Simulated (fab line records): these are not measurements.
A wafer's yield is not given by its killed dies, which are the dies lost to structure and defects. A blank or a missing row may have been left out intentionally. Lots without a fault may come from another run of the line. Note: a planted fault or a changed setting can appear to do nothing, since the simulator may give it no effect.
Chamber matching | flow n5-finfet | N5_MOL_CONTACT_COAG_STRIP_72 on rie-diel-01: 4 sister chambers
The step strips in N2/H2. 20 wafers are shown with their chamber, then 10 later ones without.

== WAFERS PAIRED WITH THEIR CHAMBERS ==
wafer  | chamber | drypump-motor-current-A (A) | throttle-valve-pct (%) | showerhead-plenum-p-Torr (Torr)
L079.1 | 0       | 5.6                         | 23.6                   | 2.50
L079.2 | 1       | 5.9                         | 23.9                   | 2.50
L079.4 | 0       | 5.6                         | 23.6                   | 2.50
L080.1 | 0       | 5.6                         | 23.6                   | 2.50
L080.3 | 1       | 5.8                         | 23.9                   | 2.50
L080.4 | 0       | 5.6                         | 23.6                   | 2.50
L082.1 | 3       | 6.5                         | 23.6                   | 2.70
L082.4 | 1       | 5.8                         | 23.9                   | 2.50
L082.6 | 0       | 5.6                         | 23.6                   | 2.50
L084.2 | 1       | 5.8                         | 23.9                   | 2.49
L084.4 | 2       | 5.1                         | 23.0                   | 2.47
L084.5 | 1       | 5.8                         | 23.9                   | 2.50
L090.1 | 0       | 5.6                         | 23.6                   | 2.49
L090.4 | 3       | 6.5                         | 23.6                   | 2.69
L090.6 | 1       | 5.8                         | 23.9                   | 2.49
L093.2 | 1       | 5.9                         | 23.9                   | 2.49
L093.4 | 3       | 6.5                         | 23.6                   | 2.68
L093.6 | 1       | 5.9                         | 23.9                   | 2.49
L094.3 | 3       | 6.5                         | 23.6                   | 2.68
L094.4 | 2       | 5.1                         | 22.9                   | 2.47

SIGNATURES (means of the wafers above)
reading                  | chamber 0 | chamber 1 | chamber 2 | chamber 3 | scatter within a chamber
drypump-motor-current-A  | 5.600     | 5.838     | 5.100     | 6.500     | 0.0342
throttle-valve-pct       | 23.600    | 23.900    | 22.950    | 23.600    | 0.0177
showerhead-plenum-p-Torr | 2.4983    | 2.4950    | 2.4700    | 2.6875    | 0.00591
Rule: a wafer lies at a distance from a chamber equal to the root of the sum of squares, over the readings, of (its reading less the chamber's mean, divided by the reading's scatter). If the next closest chamber is less than 2 further off than the closest, the wafer can't be placed; otherwise it belongs to the closest. The scatter is the square root of a quotient: the sum, over the shown wafers, of each reading's squared deviation from its chamber's mean, divided by wafers minus chambers.

== WAFERS WHOSE CHAMBER IS MISSING ==
wafer  | drypump-motor-current-A (A) | throttle-valve-pct (%) | showerhead-plenum-p-Torr (Torr)
L094.5 | 6.5                         | 23.7                   | 2.68
L096.1 | 5.6                         | 23.7                   | 2.48
L096.3 | 5.1                         | 22.9                   | 2.47
L096.4 | 6.5                         | 23.7                   | 2.68
L097.1 | 5.1                         | 23.0                   | 2.47
L097.2 | 5.8                         | 23.9                   | 2.48
L097.3 | 6.5                         | 23.6                   | 2.68
L097.4 | 5.6                         | 23.7                   | 2.48
L097.5 | 6.5                         | 23.7                   | 2.68
L097.6 | 5.6                         | 23.6                   | 2.48

== THE CHAMBER EACH PASSED THROUGH ==
wafer  | from the rows above | in truth
L094.5 | 3                   | 3
L096.1 | 0                   | 0
L096.3 | 2                   | 2
L096.4 | 3                   | 3
L097.1 | 2                   | 2
L097.2 | 1                   | 1
L097.3 | 3                   | 3
L097.4 | 0                   | 0
L097.5 | 3                   | 3
L097.6 | 0                   | 0
Correct placement for 10 of the 10. Can't be placed from these rows: 0. Number placed wrongly: 0.
